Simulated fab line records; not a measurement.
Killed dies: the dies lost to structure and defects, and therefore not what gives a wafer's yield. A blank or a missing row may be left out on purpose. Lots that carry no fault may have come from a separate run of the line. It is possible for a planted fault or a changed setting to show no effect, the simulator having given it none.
Which tool is to blame? / flow n5-finfet / Sampling: 24 lots, 72 wafers, 4 of 1938 route steps

## WHAT THE GAUGES SHOWED, per wafer
N5_ILD0_THK_MEAS_04.
lot=L074; measured=day 3 15:19; on=film-metro-02; thk-nm (nm)=199.3 197.8 198.1
lot=L075; measured=day 3 21:13; on=film-metro-02; thk-nm (nm)=200.1 198.6 198.8
lot=L076; measured=day 4 01:09; on=film-metro-01; thk-nm (nm)=198.2 198.4 199.9
lot=L077; measured=day 4 07:10; on=film-metro-01; thk-nm (nm)=199.2 198.7 199.2
lot=L078; measured=day 4 16:50; on=film-metro-01; thk-nm (nm)=197.3 198.1 196.8
lot=L079; measured=day 4 21:36; on=film-metro-01; thk-nm (nm)=199.1 199.2 200.2
lot=L080; measured=day 5 03:24; on=film-metro-02; thk-nm (nm)=200.1 197.2 197.3
lot=L081; measured=day 5 09:45; on=film-metro-02; thk-nm (nm)=195.8 196.7 194.9
lot=L082; measured=day 5 17:59; on=film-metro-01; thk-nm (nm)=197.9 197.7 196.8
lot=L083; measured=day 5 19:32; on=film-metro-01; thk-nm (nm)=198.6 198.3 196.7
lot=L084; measured=day 6 01:07; on=film-metro-02; thk-nm (nm)=196.0 196.0 195.5
lot=L085; measured=day 6 09:02; on=film-metro-02; thk-nm (nm)=198.2 197.0 198.0
lot=L086; measured=day 6 14:01; on=film-metro-02; thk-nm (nm)=197.7 197.3 197.0
lot=L087; measured=day 6 19:01; on=film-metro-01; thk-nm (nm)=194.5 196.6 197.7
lot=L088; measured=day 7 02:17; on=film-metro-02; thk-nm (nm)=196.5 196.4 196.0
lot=L089; measured=day 7 09:03; on=film-metro-02; thk-nm (nm)=197.1 197.0 196.9
lot=L090; measured=day 7 15:26; on=film-metro-02; thk-nm (nm)=196.5 199.1 198.9
lot=L091; measured=day 7 21:11; on=film-metro-02; thk-nm (nm)=198.0 198.2 199.0
lot=L092; measured=day 8 02:56; on=film-metro-02; thk-nm (nm)=199.0 197.1 197.0
lot=L093; measured=day 8 09:59; on=film-metro-02; thk-nm (nm)=198.1 197.5 197.0
lot=L094; measured=day 8 14:56; on=film-metro-01; thk-nm (nm)=195.9 197.5 199.0
lot=L095; measured=day 8 21:56; on=film-metro-01; thk-nm (nm)=199.4 198.0 199.7
lot=L096; measured=day 9 04:22; on=film-metro-01; thk-nm (nm)=194.9 197.2 197.7
lot=L097; measured=day 9 10:49; on=film-metro-01; thk-nm (nm)=196.6 196.8 195.9

N5_SDB_OVL_MEAS_12.
lot=L074; measured=day 3 19:23; on=overlay-02; SDB_OVL (nm)=-0.1 0.5 0.5
lot=L075; measured=day 4 01:17; on=overlay-01; SDB_OVL (nm)=0.3 -0.4 0.3
lot=L076; measured=day 4 05:14; on=overlay-01; SDB_OVL (nm)=1.2 1.0 0.5
lot=L077; measured=day 4 11:16; on=overlay-02; SDB_OVL (nm)=0.3 0.4 0.8
lot=L078; measured=day 4 20:56; on=overlay-01; SDB_OVL (nm)=0.5 0.0 1.4
lot=L079; measured=day 5 01:53; on=overlay-01; SDB_OVL (nm)=-0.7 -1.7 0.1
lot=L080; measured=day 5 07:40; on=overlay-02; SDB_OVL (nm)=-0.1 -0.1 0.8
lot=L081; measured=day 5 13:43; on=overlay-01; SDB_OVL (nm)=-0.8 0.2 0.5
lot=L082; measured=day 5 22:05; on=overlay-02; SDB_OVL (nm)=0.6 0.2 0.5
lot=L083; measured=day 5 23:37; on=overlay-02; SDB_OVL (nm)=-0.2 0.5 0.4
lot=L084; measured=day 6 05:17; on=overlay-01; SDB_OVL (nm)=-0.2 -0.5 -0.8
lot=L085; measured=day 6 13:07; on=overlay-01; SDB_OVL (nm)=0.5 -0.4 -0.4
lot=L086; measured=day 6 18:07; on=overlay-02; SDB_OVL (nm)=0.3 0.6 0.8
lot=L087; measured=day 6 23:00; on=overlay-02; SDB_OVL (nm)=-1.2 -0.2 -0.6
lot=L088; measured=day 7 06:28; on=overlay-02; SDB_OVL (nm)=0.1 0.9 0.9
lot=L089; measured=day 7 13:55; on=overlay-02; SDB_OVL (nm)=-0.1 -0.1 -0.5
lot=L090; measured=day 7 19:37; on=overlay-02; SDB_OVL (nm)=1.0 -0.5 0.1
lot=L091; measured=day 8 01:10; on=overlay-02; SDB_OVL (nm)=-0.6 -0.5 -0.5
lot=L092; measured=day 8 07:02; on=overlay-02; SDB_OVL (nm)=-0.6 0.7 -0.4
lot=L093; measured=day 8 13:58; on=overlay-01; SDB_OVL (nm)=-0.7 -0.6 0.0
lot=L094; measured=day 8 21:11; on=overlay-02; SDB_OVL (nm)=-0.3 0.2 0.7
lot=L095; measured=day 9 02:08; on=overlay-02; SDB_OVL (nm)=0.7 -0.7 -0.6
lot=L096; measured=day 9 08:36; on=overlay-01; SDB_OVL (nm)=0.7 1.3 0.3
lot=L097; measured=day 9 14:50; on=overlay-02; SDB_OVL (nm)=-0.6 0.1 0.5

## WHICH TOOL RAN EACH LOT (tool, then ch and the chambers of the sampled wafers, then the start)
lot=L074; N5_SD_ACTIVATION_RTA_00=rtp-anneal-01 ch 0, day 3 11:52; N5_ILD0_ALD_15=ald-sin-04 ch 0,1,2, day 3 16:21
lot=L075; N5_SD_ACTIVATION_RTA_00=rtp-anneal-01 ch 0, day 3 17:48; N5_ILD0_ALD_15=ald-sin-04 ch 0,2,3, day 3 22:16
lot=L076; N5_SD_ACTIVATION_RTA_00=rtp-anneal-02 ch 0, day 3 21:37; N5_ILD0_ALD_15=ald-sin-04 ch 0,1,2, day 4 02:11
lot=L077; N5_SD_ACTIVATION_RTA_00=rtp-anneal-02 ch 0, day 4 03:33; N5_ILD0_ALD_15=ald-sin-03 ch 1,2,3, day 4 08:13
lot=L078; N5_SD_ACTIVATION_RTA_00=rtp-anneal-02 ch 0, day 4 13:24; N5_ILD0_ALD_15=ald-sin-04 ch 0,1,2, day 4 17:53
lot=L079; N5_SD_ACTIVATION_RTA_00=rtp-anneal-01 ch 0, day 4 17:07; N5_ILD0_ALD_15=ald-sin-04 ch 0,1,3, day 4 22:59
lot=L080; N5_SD_ACTIVATION_RTA_00=rtp-anneal-02 ch 0, day 4 23:05; N5_ILD0_ALD_15=ald-sin-03 ch 1,2,3, day 5 04:37
lot=L081; N5_SD_ACTIVATION_RTA_00=rtp-anneal-02 ch 0, day 5 06:19; N5_ILD0_ALD_15=ald-sin-04 ch 0,1,2, day 5 10:47
lot=L082; N5_SD_ACTIVATION_RTA_00=rtp-anneal-02 ch 0, day 5 14:38; N5_ILD0_ALD_15=ald-sin-01 ch 0,1,2, day 5 19:02
lot=L083; N5_SD_ACTIVATION_RTA_00=rtp-anneal-01 ch 0, day 5 16:07; N5_ILD0_ALD_15=ald-sin-04 ch 0,2,3, day 5 20:34
lot=L084; N5_SD_ACTIVATION_RTA_00=rtp-anneal-01 ch 0, day 5 21:43; N5_ILD0_ALD_15=ald-sin-03 ch 0,2,3, day 6 02:15
lot=L085; N5_SD_ACTIVATION_RTA_00=rtp-anneal-01 ch 0, day 6 05:37; N5_ILD0_ALD_15=ald-sin-03 ch 0,2, day 6 10:04
lot=L086; N5_SD_ACTIVATION_RTA_00=rtp-anneal-01 ch 0, day 6 10:36; N5_ILD0_ALD_15=ald-sin-01 ch 0,1,2, day 6 15:04
lot=L087; N5_SD_ACTIVATION_RTA_00=rtp-anneal-02 ch 0, day 6 14:42; N5_ILD0_ALD_15=ald-sin-01 ch 1,2,3, day 6 20:04
lot=L088; N5_SD_ACTIVATION_RTA_00=rtp-anneal-02 ch 0, day 6 22:54; N5_ILD0_ALD_15=ald-sin-04 ch 0,2,3, day 7 03:23
lot=L089; N5_SD_ACTIVATION_RTA_00=rtp-anneal-02 ch 0, day 7 05:20; N5_ILD0_ALD_15=ald-sin-03 ch 0,2,3, day 7 10:53
lot=L090; N5_SD_ACTIVATION_RTA_00=rtp-anneal-01 ch 0, day 7 11:48; N5_ILD0_ALD_15=ald-sin-03 ch 2,3, day 7 16:34
lot=L091; N5_SD_ACTIVATION_RTA_00=rtp-anneal-02 ch 0, day 7 17:46; N5_ILD0_ALD_15=ald-sin-03 ch 0,1, day 7 22:14
lot=L092; N5_SD_ACTIVATION_RTA_00=rtp-anneal-01 ch 0, day 7 23:04; N5_ILD0_ALD_15=ald-sin-04 ch 0,1,2, day 8 03:58
lot=L093; N5_SD_ACTIVATION_RTA_00=rtp-anneal-02 ch 0, day 8 06:34; N5_ILD0_ALD_15=ald-sin-01 ch 1,2,3, day 8 11:02
lot=L094; N5_SD_ACTIVATION_RTA_00=rtp-anneal-01 ch 0, day 8 11:30; N5_ILD0_ALD_15=ald-sin-01 ch 0,1, day 8 18:07
lot=L095; N5_SD_ACTIVATION_RTA_00=rtp-anneal-02 ch 0, day 8 18:32; N5_ILD0_ALD_15=ald-sin-01 ch 1,2,3, day 8 23:06
lot=L096; N5_SD_ACTIVATION_RTA_00=rtp-anneal-01 ch 0, day 8 22:35; N5_ILD0_ALD_15=ald-sin-01 ch 2,3, day 9 05:33
lot=L097; N5_SD_ACTIVATION_RTA_00=rtp-anneal-02 ch 0, day 9 06:00; N5_ILD0_ALD_15=ald-sin-04 ch 0,3, day 9 11:55
- N5_SD_ACTIVATION_RTA_00: time 0 s.
- N5_ILD0_ALD_15: deposits SiNx, target thk 24 nm, pulse time 1 s, ald cycles 480.

## AS READ BY THE TOOLS THEMSELVES (means over the sampled wafers that have a number; for cases with no such wafer, the mark the record gives instead)
N5_SD_ACTIVATION_RTA_00.
lot=L074; tool=rtp-anneal-01; lamp-power-pct (%)=8.97; lamp_zone_1_pct (%)=8.93; lamp_zone_2_pct (%)=8.950; lamp_zone_7_pct (%)=9.35; wafer_temp_C_max=974.9
lot=L075; tool=rtp-anneal-01; lamp-power-pct (%)=8.99; lamp_zone_1_pct (%)=8.95; lamp_zone_2_pct (%)=8.962; lamp_zone_7_pct (%)=9.38; wafer_temp_C_max=974.5
lot=L076; tool=rtp-anneal-02; lamp-power-pct (%)=8.99; lamp_zone_1_pct (%)=8.95; lamp_zone_2_pct (%)=8.943; lamp_zone_7_pct (%)=9.33; wafer_temp_C_max=977.2
lot=L077; tool=rtp-anneal-02; lamp-power-pct (%)=8.99; lamp_zone_1_pct (%)=8.95; lamp_zone_2_pct (%)=8.951; lamp_zone_7_pct (%)=9.34; wafer_temp_C_max=974.1
lot=L078; tool=rtp-anneal-02; lamp-power-pct (%)=8.95; lamp_zone_1_pct (%)=8.96; lamp_zone_2_pct (%)=8.951; lamp_zone_7_pct (%)=9.36; wafer_temp_C_max=976.0
lot=L079; tool=rtp-anneal-01; lamp-power-pct (%)=8.95; lamp_zone_1_pct (%)=8.96; lamp_zone_2_pct (%)=8.938; lamp_zone_7_pct (%)=9.36; wafer_temp_C_max=974.0
lot=L080; tool=rtp-anneal-02; lamp-power-pct (%)=9.02; lamp_zone_1_pct (%)=8.94; lamp_zone_2_pct (%)=8.959; lamp_zone_7_pct (%)=9.37; wafer_temp_C_max=975.3
lot=L081; tool=rtp-anneal-02; lamp-power-pct (%)=8.96; lamp_zone_1_pct (%)=8.95; lamp_zone_2_pct (%)=8.964; lamp_zone_7_pct (%)=9.37; wafer_temp_C_max=977.2
lot=L082; tool=rtp-anneal-02; lamp-power-pct (%)=8.96; lamp_zone_1_pct (%)=8.95; lamp_zone_2_pct (%)=8.944; lamp_zone_7_pct (%)=9.36; wafer_temp_C_max=975.8
lot=L083; tool=rtp-anneal-01; lamp-power-pct (%)=8.98; lamp_zone_1_pct (%)=8.95; lamp_zone_2_pct (%)=8.933; lamp_zone_7_pct (%)=9.35; wafer_temp_C_max=973.2
lot=L084; tool=rtp-anneal-01; lamp-power-pct (%)=9.00; lamp_zone_1_pct (%)=8.92; lamp_zone_2_pct (%)=8.954; lamp_zone_7_pct (%)=9.35; wafer_temp_C_max=974.3
lot=L085; tool=rtp-anneal-01; lamp-power-pct (%)=8.91; lamp_zone_1_pct (%)=8.94; lamp_zone_2_pct (%)=8.971; lamp_zone_7_pct (%)=9.33; wafer_temp_C_max=976.0
lot=L086; tool=rtp-anneal-01; lamp-power-pct (%)=8.93; lamp_zone_1_pct (%)=8.93; lamp_zone_2_pct (%)=8.941; lamp_zone_7_pct (%)=9.39; wafer_temp_C_max=975.1
lot=L087; tool=rtp-anneal-02; lamp-power-pct (%)=8.97; lamp_zone_1_pct (%)=8.97; lamp_zone_2_pct (%)=8.920; lamp_zone_7_pct (%)=9.36; wafer_temp_C_max=974.9
lot=L088; tool=rtp-anneal-02; lamp-power-pct (%)=8.96; lamp_zone_1_pct (%)=8.96; lamp_zone_2_pct (%)=8.965; lamp_zone_7_pct (%)=9.35; wafer_temp_C_max=975.7
lot=L089; tool=rtp-anneal-02; lamp-power-pct (%)=8.94; lamp_zone_1_pct (%)=8.94; lamp_zone_2_pct (%)=8.954; lamp_zone_7_pct (%)=9.35; wafer_temp_C_max=974.4
lot=L090; tool=rtp-anneal-01; lamp-power-pct (%)=8.95; lamp_zone_1_pct (%)=8.96; lamp_zone_2_pct (%)=8.942; lamp_zone_7_pct (%)=9.34; wafer_temp_C_max=975.6
lot=L091; tool=rtp-anneal-02; lamp-power-pct (%)=8.94; lamp_zone_1_pct (%)=8.99; lamp_zone_2_pct (%)=8.978; lamp_zone_7_pct (%)=9.34; wafer_temp_C_max=975.3
lot=L092; tool=rtp-anneal-01; lamp-power-pct (%)=8.91; lamp_zone_1_pct (%)=8.97; lamp_zone_2_pct (%)=8.957; lamp_zone_7_pct (%)=9.33; wafer_temp_C_max=974.7
lot=L093; tool=rtp-anneal-02; lamp-power-pct (%)=8.95; lamp_zone_1_pct (%)=8.94; lamp_zone_2_pct (%)=8.952; lamp_zone_7_pct (%)=9.36; wafer_temp_C_max=973.7
lot=L094; tool=rtp-anneal-01; lamp-power-pct (%)=8.93; lamp_zone_1_pct (%)=8.96; lamp_zone_2_pct (%)=8.947; lamp_zone_7_pct (%)=9.34; wafer_temp_C_max=974.1
lot=L095; tool=rtp-anneal-02; lamp-power-pct (%)=8.91; lamp_zone_1_pct (%)=8.94; lamp_zone_2_pct (%)=8.964; lamp_zone_7_pct (%)=9.36; wafer_temp_C_max=976.7
lot=L096; tool=rtp-anneal-01; lamp-power-pct (%)=9.00; lamp_zone_1_pct (%)=8.94; lamp_zone_2_pct (%)=8.982; lamp_zone_7_pct (%)=9.36; wafer_temp_C_max=975.7
lot=L097; tool=rtp-anneal-02; lamp-power-pct (%)=8.95; lamp_zone_1_pct (%)=8.91; lamp_zone_2_pct (%)=8.973; lamp_zone_7_pct (%)=9.35; wafer_temp_C_max=977.2

N5_ILD0_ALD_15.
lot=L074; tool=ald-sin-04; heater-power-w (W)=927; precursor-pulse-height-rel=1.004
lot=L075; tool=ald-sin-04; heater-power-w (W)=889; precursor-pulse-height-rel=1.005
lot=L076; tool=ald-sin-04; heater-power-w (W)=940; precursor-pulse-height-rel=0.997
lot=L077; tool=ald-sin-03; heater-power-w (W)=813; precursor-pulse-height-rel=0.991
lot=L078; tool=ald-sin-04; heater-power-w (W)=939; precursor-pulse-height-rel=1.000
lot=L079; tool=ald-sin-04; heater-power-w (W)=933; precursor-pulse-height-rel=1.019
lot=L080; tool=ald-sin-03; heater-power-w (W)=814; precursor-pulse-height-rel=1.001
lot=L081; tool=ald-sin-04; heater-power-w (W)=934; precursor-pulse-height-rel=1.020
lot=L082; tool=ald-sin-01; heater-power-w (W)=800; precursor-pulse-height-rel=0.984
lot=L083; tool=ald-sin-04; heater-power-w (W)=878; precursor-pulse-height-rel=0.989
lot=L084; tool=ald-sin-03; heater-power-w (W)=880; precursor-pulse-height-rel=0.996
lot=L085; tool=ald-sin-03; heater-power-w (W)=993; precursor-pulse-height-rel=1.016
lot=L086; tool=ald-sin-01; heater-power-w (W)=810; precursor-pulse-height-rel=0.997
lot=L087; tool=ald-sin-01; heater-power-w (W)=793; precursor-pulse-height-rel=0.991
lot=L088; tool=ald-sin-04; heater-power-w (W)=886; precursor-pulse-height-rel=1.021
lot=L089; tool=ald-sin-03; heater-power-w (W)=873; precursor-pulse-height-rel=0.989
lot=L090; tool=ald-sin-03; heater-power-w (W)=918; precursor-pulse-height-rel=0.989
lot=L091; tool=ald-sin-03; heater-power-w (W)=808; precursor-pulse-height-rel=1.003
lot=L092; tool=ald-sin-04; heater-power-w (W)=932; precursor-pulse-height-rel=1.018
lot=L093; tool=ald-sin-01; heater-power-w (W)=799; precursor-pulse-height-rel=0.999
lot=L094; tool=ald-sin-01; heater-power-w (W)=744; precursor-pulse-height-rel=0.989
lot=L095; tool=ald-sin-01; heater-power-w (W)=821; precursor-pulse-height-rel=1.001
lot=L096; tool=ald-sin-01; heater-power-w (W)=877; precursor-pulse-height-rel=0.992
lot=L097; tool=ald-sin-04; heater-power-w (W)=889; precursor-pulse-height-rel=0.988

## THE ANSWER, worked out from the rows above alone
Rule: what is usual is taken from the lots themselves. Put in order of their means at a reading, lots are off if they are a third of the lots or fewer, leave a main group of 4 or more, and stand apart from it by a gap of 3 or more times the standard deviation of the main group's means; of several such gaps the widest counts. The tables above print the reading to a certain number of digits; a main group whose means all agree to those digits is not used. A lot without any number at a reading at which 4 lots or more have one is off too. All remaining lots with rows at the step are treated as sound. The gauges are gone through in route order, then the tools' own readings, and for those a lot's mean is taken as printed above. The first step at which some lot is off is used, and at that step the reading that is off furthest; a lot without a number counts as furthest.
None of the lots is off at any reading shown; this tells nothing.

## WHAT THE SIMULATOR HAD INSERTED
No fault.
